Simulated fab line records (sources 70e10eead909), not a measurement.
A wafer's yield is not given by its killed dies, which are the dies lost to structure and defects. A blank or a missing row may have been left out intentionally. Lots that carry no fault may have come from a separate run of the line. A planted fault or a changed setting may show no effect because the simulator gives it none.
fab line records || flow nand_harc || part 2 of 2: steps 22 to 33 of 33
record {"lots": 5, "wafers": 15, "last_day": 22}
route steps=1159 shown P_GATE@136
lots untouched by any fault: they come from a run of this same line in which no faults occurred
start_h: start of the lot's first displayed wafer, in hours after the record's first day || wait_h: hours since the lot's step before || " the same as in the row above || L1.1+2: several wafers, shown together as one row || - no value present, or no start provided || * or withheld: withheld || < > ~ a bound
route shown NAME@n: a module of which the file shows steps, and the number in the route of the first || usual: mean/standard deviation taken from wafers without a fault || same: alike in all rows || chamber/n: place in a boat || sites: per-site readings || _std_site: how widely they spread, as a standard deviation || _edge_site: mean of outer sites minus mean of inner sites || radius_mm: how far each site lies from the wafer's centre || mask NAME#n: copy n || behind: the tool/chamber that last shaped the wafer || hold: what put the lot on hold/how long, in hours/how the hold closed || device: which transistor (n, p or np) failed to switch || end of line: the route-end tests of the same wafers || a step with no rows: only its recipe || killed: dies that structure and defects cost at the first sort, which is not the same as the wafer's yield || map: shows each die of a wafer: x if killed, . if not, _ if none is there
set.NAME: the setting that was run; set.NAME@STEP: the one run at that earlier step || model.NAME: the simulator's own value behind a step, which no gauge read
lots at selected steps of the route; one table per step, one row per wafer
services: a tool's chamber out of use, with start hour (start_h, from the record's first day; less than 0 if before it), hours out, and reason
## steps
# step NHARC_P_GATE_STRIP_101
# recipe {"time_s": 20, "o2_flow_sccm": 500, "ar_flow_sccm": 0, "bias_w": 0, "chemistry": "O2"}
# usual {"drypump_motor_current_A": "5.86/0.27", "oes_product_au": "0.996/0.0093", "rf_vpp_V": "57.7/0.88", "showerhead_plenum_p_Torr": "3.50/0.16", "throttle_valve_pct": "17.037/0.0094"}
{"lot.wafer": "L077.1", "tool": "rie_diel-03", "chamber": 3, "start_h": 122.06, "wait_h": 0.1, "drypump_motor_current_A": 6.17, "oes_product_au": 1.006, "rf_hours_counter_h": 28, "rf_vpp_V": 57.6, "showerhead_plenum_p_Torr": 3.54, "throttle_valve_pct": 17.041}
{"lot.wafer": "L077.5", "tool": "rie_diel-03", "chamber": 2, "start_h": 122.06, "wait_h": 0.1, "drypump_motor_current_A": 6.32, "oes_product_au": 0.994, "rf_hours_counter_h": "-", "rf_vpp_V": 57.5, "showerhead_plenum_p_Torr": 3.32, "throttle_valve_pct": 17.046}
{"lot.wafer": "L077.6", "tool": "rie_diel-03", "chamber": 3, "start_h": 122.06, "wait_h": 0.1, "drypump_motor_current_A": 6.18, "oes_product_au": 0.996, "rf_hours_counter_h": "-", "rf_vpp_V": 58.4, "showerhead_plenum_p_Torr": 3.54, "throttle_valve_pct": 17.034}
{"lot.wafer": "L081.4", "tool": "rie_diel-07", "chamber": 3, "start_h": 144.78, "wait_h": 0.1, "drypump_motor_current_A": 5.74, "oes_product_au": 0.995, "rf_hours_counter_h": 18, "rf_vpp_V": 57.2, "showerhead_plenum_p_Torr": 3.38, "throttle_valve_pct": 17.042}
{"lot.wafer": "L081.3", "tool": "rie_diel-07", "chamber": 1, "start_h": 144.78, "wait_h": 0.1, "drypump_motor_current_A": 5.69, "oes_product_au": 0.991, "rf_hours_counter_h": 14, "rf_vpp_V": 58.0, "showerhead_plenum_p_Torr": 3.78, "throttle_valve_pct": 17.028}
{"lot.wafer": "L081.5", "tool": "rie_diel-07", "chamber": 3, "start_h": 144.78, "wait_h": 0.1, "drypump_motor_current_A": 5.73, "oes_product_au": 0.994, "rf_hours_counter_h": "-", "rf_vpp_V": 57.5, "showerhead_plenum_p_Torr": 3.38, "throttle_valve_pct": 17.040}
{"lot.wafer": "L083.3", "tool": "rie_diel-07", "chamber": 2, "start_h": 149.16, "wait_h": 0.1, "drypump_motor_current_A": 5.96, "oes_product_au": 0.998, "rf_hours_counter_h": 17, "rf_vpp_V": 58.8, "showerhead_plenum_p_Torr": 3.38, "throttle_valve_pct": 17.051}
{"lot.wafer": "L083.4", "tool": "rie_diel-07", "chamber": 0, "start_h": 149.16, "wait_h": 0.1, "drypump_motor_current_A": 5.96, "oes_product_au": 0.998, "rf_hours_counter_h": 17, "rf_vpp_V": 57.8, "showerhead_plenum_p_Torr": 3.60, "throttle_valve_pct": 17.051}
{"lot.wafer": "L083.5", "tool": "rie_diel-07", "chamber": 2, "start_h": 149.16, "wait_h": 0.1, "drypump_motor_current_A": 5.94, "oes_product_au": 0.998, "rf_hours_counter_h": "-", "rf_vpp_V": 57.1, "showerhead_plenum_p_Torr": 3.38, "throttle_valve_pct": 17.045}
{"lot.wafer": "L082.3", "tool": "rie_diel-07", "chamber": 3, "start_h": 149.31, "wait_h": 0.1, "drypump_motor_current_A": 5.75, "oes_product_au": 1.003, "rf_hours_counter_h": 18, "rf_vpp_V": 58.3, "showerhead_plenum_p_Torr": 3.38, "throttle_valve_pct": 17.012}
{"lot.wafer": "L082.4", "tool": "rie_diel-07", "chamber": 0, "start_h": 149.31, "wait_h": 0.1, "drypump_motor_current_A": 5.96, "oes_product_au": 0.994, "rf_hours_counter_h": 17, "rf_vpp_V": 57.2, "showerhead_plenum_p_Torr": 3.60, "throttle_valve_pct": 17.039}
{"lot.wafer": "L082.6", "tool": "rie_diel-07", "chamber": 2, "start_h": 149.31, "wait_h": 0.1, "drypump_motor_current_A": 5.94, "oes_product_au": 1.010, "rf_hours_counter_h": "-", "rf_vpp_V": 58.7, "showerhead_plenum_p_Torr": 3.38, "throttle_valve_pct": 17.023}
{"lot.wafer": "L088.4", "tool": "rie_diel-07", "chamber": 0, "start_h": 187.65, "wait_h": 0.1, "drypump_motor_current_A": 5.94, "oes_product_au": 0.998, "rf_hours_counter_h": 21, "rf_vpp_V": 58.8, "showerhead_plenum_p_Torr": 3.60, "throttle_valve_pct": 17.043}
{"lot.wafer": "L088.3", "tool": "rie_diel-07", "chamber": 1, "start_h": 187.65, "wait_h": 0.1, "drypump_motor_current_A": 5.65, "oes_product_au": 0.977, "rf_hours_counter_h": 18, "rf_vpp_V": 57.6, "showerhead_plenum_p_Torr": 3.78, "throttle_valve_pct": 17.018}
{"lot.wafer": "L088.6", "tool": "rie_diel-07", "chamber": 2, "start_h": 187.65, "wait_h": 0.1, "drypump_motor_current_A": 5.93, "oes_product_au": 1.003, "rf_hours_counter_h": "-", "rf_vpp_V": 57.4, "showerhead_plenum_p_Torr": 3.38, "throttle_valve_pct": 17.039}
# step NHARC_P_GATE_PRECLEAN_97
# recipe {"time_s": 600, "temp_c": 120, "chemistry": "SPM"}
{"lot.wafer": "L077.5+1+6", "tool": "wet_bench-06", "chamber": "0,2,3", "start_h": 122.16, "wait_h": "-"}
{"lot.wafer": "L081.3+4+5", "tool": "wet_bench-07", "chamber": "2,3,4", "start_h": 144.87, "wait_h": "-"}
{"lot.wafer": "L083.3+4+5", "tool": "wet_bench-07", "chamber": "4,6,7", "start_h": 149.26, "wait_h": "-"}
{"lot.wafer": "L082.4+3+6", "tool": "wet_bench-05", "chamber": "0,1,2", "start_h": 149.40, "wait_h": "-"}
{"lot.wafer": "L088.6+4+3", "tool": "wet_bench-07", "chamber": "7,3,4", "start_h": 187.74, "wait_h": "-"}
# step NHARC_P_GATE_SRD_98
{"lot.wafer": "L077.5+1+6", "tool": "wet_bench-06", "chamber": "0,2,3", "start_h": "-", "wait_h": "-"}
{"lot.wafer": "L081.3+4+5", "tool": "wet_bench-07", "chamber": "2,3,4", "start_h": "-", "wait_h": "-"}
{"lot.wafer": "L083.3+4+5", "tool": "wet_bench-07", "chamber": "4,6,7", "start_h": "-", "wait_h": "-"}
{"lot.wafer": "L082.4+3+6", "tool": "wet_bench-05", "chamber": "0,1,2", "start_h": "-", "wait_h": "-"}
{"lot.wafer": "L088.6+4+3", "tool": "wet_bench-07", "chamber": "7,3,4", "start_h": "-", "wait_h": "-"}
# step NHARC_P_GATE_PRECLEAN_99
# recipe {"time_s": "*", "temp_c": 50, "bath_age_min": 0, "chemistry": "SC1"}
{"lot.wafer": "L077.5+1+6", "tool": "wet_bench-06", "chamber": "0,2,3", "start_h": "-", "wait_h": "-"}
{"lot.wafer": "L081.3+4+5", "tool": "wet_bench-07", "chamber": "2,3,4", "start_h": "-", "wait_h": "-"}
{"lot.wafer": "L083.3+4+5", "tool": "wet_bench-07", "chamber": "4,6,7", "start_h": "-", "wait_h": "-"}
{"lot.wafer": "L082.4+3+6", "tool": "wet_bench-05", "chamber": "0,1,2", "start_h": "-", "wait_h": "-"}
{"lot.wafer": "L088.6+4+3", "tool": "wet_bench-07", "chamber": "7,3,4", "start_h": "-", "wait_h": "-"}
# step NHARC_P_GATE_SRD_100
{"lot.wafer": "L077.5+1+6", "tool": "wet_bench-06", "chamber": "0,2,3", "start_h": "-", "wait_h": "-"}
{"lot.wafer": "L081.3+4+5", "tool": "wet_bench-07", "chamber": "2,3,4", "start_h": "-", "wait_h": "-"}
{"lot.wafer": "L083.3+4+5", "tool": "wet_bench-07", "chamber": "4,6,7", "start_h": "-", "wait_h": "-"}
{"lot.wafer": "L082.4+3+6", "tool": "wet_bench-05", "chamber": "0,1,2", "start_h": "-", "wait_h": "-"}
{"lot.wafer": "L088.6+4+3", "tool": "wet_bench-07", "chamber": "7,3,4", "start_h": "-", "wait_h": "-"}
# step NHARC_P_GATE_DEHYDRATE_38
# recipe {"temp_c": 150, "time_s": 120}
# usual {"exhaust_pa": "45.0/0.99"}
{"lot.wafer": "L077.1", "tool": "litho_track-02", "chamber": 0, "start_h": 122.55, "wait_h": "-", "exhaust_pa": 45.1}
{"lot.wafer": "L077.5", "tool": "litho_track-02", "chamber": 0, "start_h": 122.55, "wait_h": "-", "exhaust_pa": 45.1}
{"lot.wafer": "L077.6", "tool": "litho_track-02", "chamber": 0, "start_h": 122.55, "wait_h": "-", "exhaust_pa": 45.3}
{"lot.wafer": "L081.3", "tool": "litho_track-07", "chamber": 0, "start_h": 145.27, "wait_h": "-", "exhaust_pa": 44.1}
{"lot.wafer": "L081.4", "tool": "litho_track-07", "chamber": 0, "start_h": 145.27, "wait_h": "-", "exhaust_pa": 45.7}
{"lot.wafer": "L081.5", "tool": "litho_track-07", "chamber": 0, "start_h": 145.27, "wait_h": "-", "exhaust_pa": 44.8}
{"lot.wafer": "L083.3", "tool": "litho_track-05", "chamber": 0, "start_h": 149.65, "wait_h": "-", "exhaust_pa": 44.6}
{"lot.wafer": "L083.4", "tool": "litho_track-05", "chamber": 0, "start_h": 149.65, "wait_h": "-", "exhaust_pa": 45.2}
{"lot.wafer": "L083.5", "tool": "litho_track-05", "chamber": 0, "start_h": 149.65, "wait_h": "-", "exhaust_pa": 45.4}
{"lot.wafer": "L082.3", "tool": "litho_track-02", "chamber": 0, "start_h": 149.80, "wait_h": "-", "exhaust_pa": 44.4}
{"lot.wafer": "L082.4", "tool": "litho_track-02", "chamber": 0, "start_h": 149.80, "wait_h": "-", "exhaust_pa": 43.6}
{"lot.wafer": "L082.6", "tool": "litho_track-02", "chamber": 0, "start_h": 149.80, "wait_h": "-", "exhaust_pa": 43.6}
{"lot.wafer": "L088.3", "tool": "litho_track-07", "chamber": 0, "start_h": 188.14, "wait_h": "-", "exhaust_pa": 44.1}
{"lot.wafer": "L088.4", "tool": "litho_track-07", "chamber": 0, "start_h": 188.14, "wait_h": "-", "exhaust_pa": 43.3}
{"lot.wafer": "L088.6", "tool": "litho_track-07", "chamber": 0, "start_h": 188.14, "wait_h": "-", "exhaust_pa": 43.7}
# step NHARC_P_GATE_HMDS_39
# recipe {"time_s": 30}
# usual {"exhaust_pa": "45.1/0.85"}
{"lot.wafer": "L077.1", "tool": "litho_track-02", "chamber": 0, "start_h": "-", "wait_h": "-", "exhaust_pa": 46.1}
{"lot.wafer": "L077.5", "tool": "litho_track-02", "chamber": 0, "start_h": "-", "wait_h": "-", "exhaust_pa": 46.0}
{"lot.wafer": "L077.6", "tool": "litho_track-02", "chamber": 0, "start_h": "-", "wait_h": "-", "exhaust_pa": 45.4}
{"lot.wafer": "L081.3", "tool": "litho_track-07", "chamber": 0, "start_h": "-", "wait_h": "-", "exhaust_pa": 44.9}
{"lot.wafer": "L081.4", "tool": "litho_track-07", "chamber": 0, "start_h": "-", "wait_h": "-", "exhaust_pa": 44.6}
{"lot.wafer": "L081.5", "tool": "litho_track-07", "chamber": 0, "start_h": "-", "wait_h": "-", "exhaust_pa": 44.3}
{"lot.wafer": "L083.3", "tool": "litho_track-05", "chamber": 0, "start_h": "-", "wait_h": "-", "exhaust_pa": 45.3}
{"lot.wafer": "L083.4", "tool": "litho_track-05", "chamber": 0, "start_h": "-", "wait_h": "-", "exhaust_pa": 45.2}
{"lot.wafer": "L083.5", "tool": "litho_track-05", "chamber": 0, "start_h": "-", "wait_h": "-", "exhaust_pa": 46.1}
{"lot.wafer": "L082.3", "tool": "litho_track-02", "chamber": 0, "start_h": "-", "wait_h": "-", "exhaust_pa": 44.8}
{"lot.wafer": "L082.4", "tool": "litho_track-02", "chamber": 0, "start_h": "-", "wait_h": "-", "exhaust_pa": 43.2}
{"lot.wafer": "L082.6", "tool": "litho_track-02", "chamber": 0, "start_h": "-", "wait_h": "-", "exhaust_pa": 43.6}
{"lot.wafer": "L088.3", "tool": "litho_track-07", "chamber": 0, "start_h": "-", "wait_h": "-", "exhaust_pa": 44.2}
{"lot.wafer": "L088.4", "tool": "litho_track-07", "chamber": 0, "start_h": "-", "wait_h": "-", "exhaust_pa": 44.4}
{"lot.wafer": "L088.6", "tool": "litho_track-07", "chamber": 0, "start_h": "-", "wait_h": "-", "exhaust_pa": 43.4}
# step NHARC_P_GATE_COAT_40
# recipe {"spin_rpm": 3000}
# usual {"exhaust_pa": "45.1/0.93"}
{"lot.wafer": "L077.1", "tool": "litho_track-02", "chamber": 0, "start_h": "-", "wait_h": "-", "exhaust_pa": 47.2}
{"lot.wafer": "L077.5", "tool": "litho_track-02", "chamber": 0, "start_h": "-", "wait_h": "-", "exhaust_pa": 45.0}
{"lot.wafer": "L077.6", "tool": "litho_track-02", "chamber": 0, "start_h": "-", "wait_h": "-", "exhaust_pa": 44.7}
{"lot.wafer": "L081.3", "tool": "litho_track-07", "chamber": 0, "start_h": "-", "wait_h": "-", "exhaust_pa": 43.6}
{"lot.wafer": "L081.4", "tool": "litho_track-07", "chamber": 0, "start_h": "-", "wait_h": "-", "exhaust_pa": 43.6}
{"lot.wafer": "L081.5", "tool": "litho_track-07", "chamber": 0, "start_h": "-", "wait_h": "-", "exhaust_pa": 43.2}
{"lot.wafer": "L083.3", "tool": "litho_track-05", "chamber": 0, "start_h": "-", "wait_h": "-", "exhaust_pa": 45.7}
{"lot.wafer": "L083.4", "tool": "litho_track-05", "chamber": 0, "start_h": "-", "wait_h": "-", "exhaust_pa": 45.6}
{"lot.wafer": "L083.5", "tool": "litho_track-05", "chamber": 0, "start_h": "-", "wait_h": "-", "exhaust_pa": 45.2}
{"lot.wafer": "L082.3", "tool": "litho_track-02", "chamber": 0, "start_h": "-", "wait_h": "-", "exhaust_pa": 45.9}
{"lot.wafer": "L082.4", "tool": "litho_track-02", "chamber": 0, "start_h": "-", "wait_h": "-", "exhaust_pa": 45.2}
{"lot.wafer": "L082.6", "tool": "litho_track-02", "chamber": 0, "start_h": "-", "wait_h": "-", "exhaust_pa": 46.8}
{"lot.wafer": "L088.3", "tool": "litho_track-07", "chamber": 0, "start_h": "-", "wait_h": "-", "exhaust_pa": 47.3}
{"lot.wafer": "L088.4", "tool": "litho_track-07", "chamber": 0, "start_h": "-", "wait_h": "-", "exhaust_pa": 46.1}
{"lot.wafer": "L088.6", "tool": "litho_track-07", "chamber": 0, "start_h": "-", "wait_h": "-", "exhaust_pa": 47.4}
# step NHARC_P_GATE_SOFTBAKE_41
# recipe {"temp_c": 122, "time_s": 95}
# usual {"exhaust_pa": "44.7/0.78"}
{"lot.wafer": "L077.1", "tool": "litho_track-02", "chamber": 0, "start_h": "-", "wait_h": "-", "exhaust_pa": 44.7}
{"lot.wafer": "L077.5", "tool": "litho_track-02", "chamber": 0, "start_h": "-", "wait_h": "-", "exhaust_pa": 44.7}
{"lot.wafer": "L077.6", "tool": "litho_track-02", "chamber": 0, "start_h": "-", "wait_h": "-", "exhaust_pa": 43.8}
{"lot.wafer": "L081.3", "tool": "litho_track-07", "chamber": 0, "start_h": "-", "wait_h": "-", "exhaust_pa": 45.0}
{"lot.wafer": "L081.4", "tool": "litho_track-07", "chamber": 0, "start_h": "-", "wait_h": "-", "exhaust_pa": 45.2}
{"lot.wafer": "L081.5", "tool": "litho_track-07", "chamber": 0, "start_h": "-", "wait_h": "-", "exhaust_pa": 45.2}
{"lot.wafer": "L083.3", "tool": "litho_track-05", "chamber": 0, "start_h": "-", "wait_h": "-", "exhaust_pa": 44.6}
{"lot.wafer": "L083.4", "tool": "litho_track-05", "chamber": 0, "start_h": "-", "wait_h": "-", "exhaust_pa": 44.8}
{"lot.wafer": "L083.5", "tool": "litho_track-05", "chamber": 0, "start_h": "-", "wait_h": "-", "exhaust_pa": 44.4}
{"lot.wafer": "L082.3", "tool": "litho_track-02", "chamber": 0, "start_h": "-", "wait_h": "-", "exhaust_pa": 45.0}
{"lot.wafer": "L082.4", "tool": "litho_track-02", "chamber": 0, "start_h": "-", "wait_h": "-", "exhaust_pa": 44.3}
{"lot.wafer": "L082.6", "tool": "litho_track-02", "chamber": 0, "start_h": "-", "wait_h": "-", "exhaust_pa": 44.2}
{"lot.wafer": "L088.3", "tool": "litho_track-07", "chamber": 0, "start_h": "-", "wait_h": "-", "exhaust_pa": 44.1}
{"lot.wafer": "L088.4", "tool": "litho_track-07", "chamber": 0, "start_h": "-", "wait_h": "-", "exhaust_pa": 43.8}
{"lot.wafer": "L088.6", "tool": "litho_track-07", "chamber": 0, "start_h": "-", "wait_h": "-", "exhaust_pa": 44.8}
# step NHARC_P_GATE_EBR_42
# usual {"exhaust_pa": "45.0/0.86"}
{"lot.wafer": "L077.1", "tool": "litho_track-02", "chamber": 0, "start_h": "-", "wait_h": "-", "exhaust_pa": 44.6}
{"lot.wafer": "L077.5", "tool": "litho_track-02", "chamber": 0, "start_h": "-", "wait_h": "-", "exhaust_pa": 44.6}
{"lot.wafer": "L077.6", "tool": "litho_track-02", "chamber": 0, "start_h": "-", "wait_h": "-", "exhaust_pa": 44.1}
{"lot.wafer": "L081.3", "tool": "litho_track-07", "chamber": 0, "start_h": "-", "wait_h": "-", "exhaust_pa": 44.2}
{"lot.wafer": "L081.4", "tool": "litho_track-07", "chamber": 0, "start_h": "-", "wait_h": "-", "exhaust_pa": 44.8}
{"lot.wafer": "L081.5", "tool": "litho_track-07", "chamber": 0, "start_h": "-", "wait_h": "-", "exhaust_pa": 44.8}
{"lot.wafer": "L083.3", "tool": "litho_track-05", "chamber": 0, "start_h": "-", "wait_h": "-", "exhaust_pa": 46.2}
{"lot.wafer": "L083.4", "tool": "litho_track-05", "chamber": 0, "start_h": "-", "wait_h": "-", "exhaust_pa": 45.6}
{"lot.wafer": "L083.5", "tool": "litho_track-05", "chamber": 0, "start_h": "-", "wait_h": "-", "exhaust_pa": 45.4}
{"lot.wafer": "L082.3", "tool": "litho_track-02", "chamber": 0, "start_h": "-", "wait_h": "-", "exhaust_pa": 44.8}
{"lot.wafer": "L082.4", "tool": "litho_track-02", "chamber": 0, "start_h": "-", "wait_h": "-", "exhaust_pa": 46.4}
{"lot.wafer": "L082.6", "tool": "litho_track-02", "chamber": 0, "start_h": "-", "wait_h": "-", "exhaust_pa": 43.7}
{"lot.wafer": "L088.3", "tool": "litho_track-07", "chamber": 0, "start_h": "-", "wait_h": "-", "exhaust_pa": 45.1}
{"lot.wafer": "L088.4", "tool": "litho_track-07", "chamber": 0, "start_h": "-", "wait_h": "-", "exhaust_pa": 43.6}
{"lot.wafer": "L088.6", "tool": "litho_track-07", "chamber": 0, "start_h": "-", "wait_h": "-", "exhaust_pa": 44.9}
# step NHARC_P_GATE_EXPOSE_43
# recipe {"na": 0.6, "target_cd_nm": 720, "dose_mj": 14.81, "mask_id": "P_NSD"}
# usual {"focus_offset_nm": "-0.1/0.52"}
{"lot.wafer": "L077.1", "tool": "krf_scanner-04", "chamber": 0, "start_h": 122.82, "wait_h": "-", "mask": "P_NSD#0", "focus_offset_nm": -0.7}
{"lot.wafer": "L077.5", "tool": "krf_scanner-04", "chamber": 0, "start_h": 122.82, "wait_h": "-", "mask": "P_NSD#0", "focus_offset_nm": -0.2}
{"lot.wafer": "L077.6", "tool": "krf_scanner-04", "chamber": 0, "start_h": 122.82, "wait_h": "-", "mask": "P_NSD#0", "focus_offset_nm": -0.3}
{"lot.wafer": "L081.3", "tool": "krf_scanner-02", "chamber": 0, "start_h": 145.55, "wait_h": "-", "mask": "P_NSD#0", "focus_offset_nm": 0.2}
{"lot.wafer": "L081.4", "tool": "krf_scanner-02", "chamber": 0, "start_h": 145.55, "wait_h": "-", "mask": "P_NSD#0", "focus_offset_nm": 0.2}
{"lot.wafer": "L081.5", "tool": "krf_scanner-02", "chamber": 0, "start_h": 145.55, "wait_h": "-", "mask": "P_NSD#0", "focus_offset_nm": 0.6}
{"lot.wafer": "L083.3", "tool": "krf_scanner-02", "chamber": 0, "start_h": 149.80, "wait_h": "-", "mask": "P_NSD#0", "focus_offset_nm": -0.4}
{"lot.wafer": "L083.4", "tool": "krf_scanner-02", "chamber": 0, "start_h": 149.80, "wait_h": "-", "mask": "P_NSD#0", "focus_offset_nm": 0.3}
{"lot.wafer": "L083.5", "tool": "krf_scanner-02", "chamber": 0, "start_h": 149.80, "wait_h": "-", "mask": "P_NSD#0", "focus_offset_nm": -0.7}
{"lot.wafer": "L082.3", "tool": "krf_scanner-04", "chamber": 0, "start_h": 150.08, "wait_h": "-", "mask": "P_NSD#0", "focus_offset_nm": -0.8}
{"lot.wafer": "L082.4", "tool": "krf_scanner-04", "chamber": 0, "start_h": 150.08, "wait_h": "-", "mask": "P_NSD#0", "focus_offset_nm": -0.9}
{"lot.wafer": "L082.6", "tool": "krf_scanner-04", "chamber": 0, "start_h": 150.08, "wait_h": "-", "mask": "P_NSD#0", "focus_offset_nm": -0.9}
{"lot.wafer": "L088.3", "tool": "krf_scanner-02", "chamber": 0, "start_h": 188.29, "wait_h": "-", "mask": "P_NSD#0", "focus_offset_nm": 0.3}
{"lot.wafer": "L088.4", "tool": "krf_scanner-02", "chamber": 0, "start_h": 188.29, "wait_h": "-", "mask": "P_NSD#0", "focus_offset_nm": 0.1}
{"lot.wafer": "L088.6", "tool": "krf_scanner-02", "chamber": 0, "start_h": 188.29, "wait_h": "-", "mask": "P_NSD#0", "focus_offset_nm": 0.6}
# step NHARC_P_GATE_PEB_44
# recipe {"peb_temp_c": 118, "peb_time_s": 85}
# usual {"exhaust_pa": "44.7/0.88"}
{"lot.wafer": "L077.1", "tool": "litho_track-05", "chamber": 0, "start_h": 122.88, "wait_h": 0.1, "exhaust_pa": 46.2}
{"lot.wafer": "L077.5", "tool": "litho_track-05", "chamber": 0, "start_h": 122.88, "wait_h": 0.1, "exhaust_pa": 45.5}
{"lot.wafer": "L077.6", "tool": "litho_track-05", "chamber": 0, "start_h": 122.88, "wait_h": 0.1, "exhaust_pa": 46.0}
{"lot.wafer": "L081.3", "tool": "litho_track-07", "chamber": 0, "start_h": 145.61, "wait_h": 0.1, "exhaust_pa": 43.8}
{"lot.wafer": "L081.4", "tool": "litho_track-07", "chamber": 0, "start_h": 145.61, "wait_h": 0.1, "exhaust_pa": 43.9}
{"lot.wafer": "L081.5", "tool": "litho_track-07", "chamber": 0, "start_h": 145.61, "wait_h": 0.1, "exhaust_pa": 46.0}
{"lot.wafer": "L083.3", "tool": "litho_track-07", "chamber": 0, "start_h": 149.86, "wait_h": 0.1, "exhaust_pa": 45.2}
{"lot.wafer": "L083.4", "tool": "litho_track-07", "chamber": 0, "start_h": 149.86, "wait_h": 0.1, "exhaust_pa": 45.0}
{"lot.wafer": "L083.5", "tool": "litho_track-07", "chamber": 0, "start_h": 149.86, "wait_h": 0.1, "exhaust_pa": 44.7}
{"lot.wafer": "L082.3", "tool": "litho_track-02", "chamber": 0, "start_h": 150.13, "wait_h": 0.1, "exhaust_pa": 46.3}
{"lot.wafer": "L082.4", "tool": "litho_track-02", "chamber": 0, "start_h": 150.13, "wait_h": 0.1, "exhaust_pa": 45.0}
{"lot.wafer": "L082.6", "tool": "litho_track-02", "chamber": 0, "start_h": 150.13, "wait_h": 0.1, "exhaust_pa": 45.7}
{"lot.wafer": "L088.3", "tool": "litho_track-02", "chamber": 0, "start_h": 188.35, "wait_h": 0.1, "exhaust_pa": 43.5}
{"lot.wafer": "L088.4", "tool": "litho_track-02", "chamber": 0, "start_h": 188.35, "wait_h": 0.1, "exhaust_pa": 44.4}
{"lot.wafer": "L088.6", "tool": "litho_track-02", "chamber": 0, "start_h": 188.35, "wait_h": 0.1, "exhaust_pa": 43.5}
## services
{"tool": "arfi_scanner-01", "chamber": "-", "start_h": 89.50, "hours": 2.4, "kind": "repair"}
{"tool": "litho_track-01", "chamber": "-", "start_h": 93.00, "hours": 7.0, "kind": "pm"}
{"tool": "wet_bench-07", "chamber": "-", "start_h": 96.00, "hours": 8.0, "kind": "pm"}
{"tool": "ald_sin-02", "chamber": 2, "start_h": 96.37, "hours": 9.8, "kind": "repair"}
{"tool": "arfi_scanner-02", "chamber": "-", "start_h": 96.65, "hours": 3.3, "kind": "repair"}
{"tool": "ald_sin-01", "chamber": 1, "start_h": 104.99, "hours": 5.9, "kind": "repair"}
{"tool": "ald_sin-03", "chamber": "-", "start_h": 108.85, "hours": 10.0, "kind": "pm"}
{"tool": "rie_diel-07", "chamber": 0, "start_h": 109.22, "hours": "-", "kind": "clean"}
{"tool": "rie_diel-07", "chamber": 1, "start_h": 109.22, "hours": "-", "kind": "clean"}
{"tool": "rie_diel-07", "chamber": 2, "start_h": 109.22, "hours": "-", "kind": "clean"}
{"tool": "rie_diel-07", "chamber": 2, "start_h": 113.00, "hours": 2.9, "kind": "repair"}
{"tool": "arfi_scanner-02", "chamber": "-", "start_h": 114.46, "hours": 8.2, "kind": "repair"}
{"tool": "litho_track-06", "chamber": "-", "start_h": 117.00, "hours": 7.0, "kind": "pm"}
{"tool": "krf_scanner-04", "chamber": "-", "start_h": 126.00, "hours": 4.0, "kind": "pm"}
{"tool": "wet_bench-06", "chamber": "-", "start_h": 129.60, "hours": 8.0, "kind": "pm"}
{"tool": "krf_scanner-02", "chamber": "-", "start_h": 134.55, "hours": 1.8, "kind": "repair"}
{"tool": "litho_track-04", "chamber": "-", "start_h": 141.00, "hours": 7.0, "kind": "pm"}
{"tool": "arfi_scanner-01", "chamber": "-", "start_h": 144.80, "hours": 0.5, "kind": "repair"}
{"tool": "ald_sin-01", "chamber": 2, "start_h": 149.39, "hours": 6.2, "kind": "repair"}
{"tool": "ald_sin-01", "chamber": "-", "start_h": 149.98, "hours": 10.0, "kind": "pm"}
{"tool": "rie_si-05", "chamber": "-", "start_h": 150.63, "hours": 2.7, "kind": "repair"}
{"tool": "rie_si-03", "chamber": "-", "start_h": 155.00, "hours": 9.0, "kind": "pm"}
{"tool": "litho_track-02", "chamber": "-", "start_h": 165.00, "hours": 7.0, "kind": "pm"}
{"tool": "krf_scanner-02", "chamber": "-", "start_h": 175.57, "hours": 0.9, "kind": "repair"}
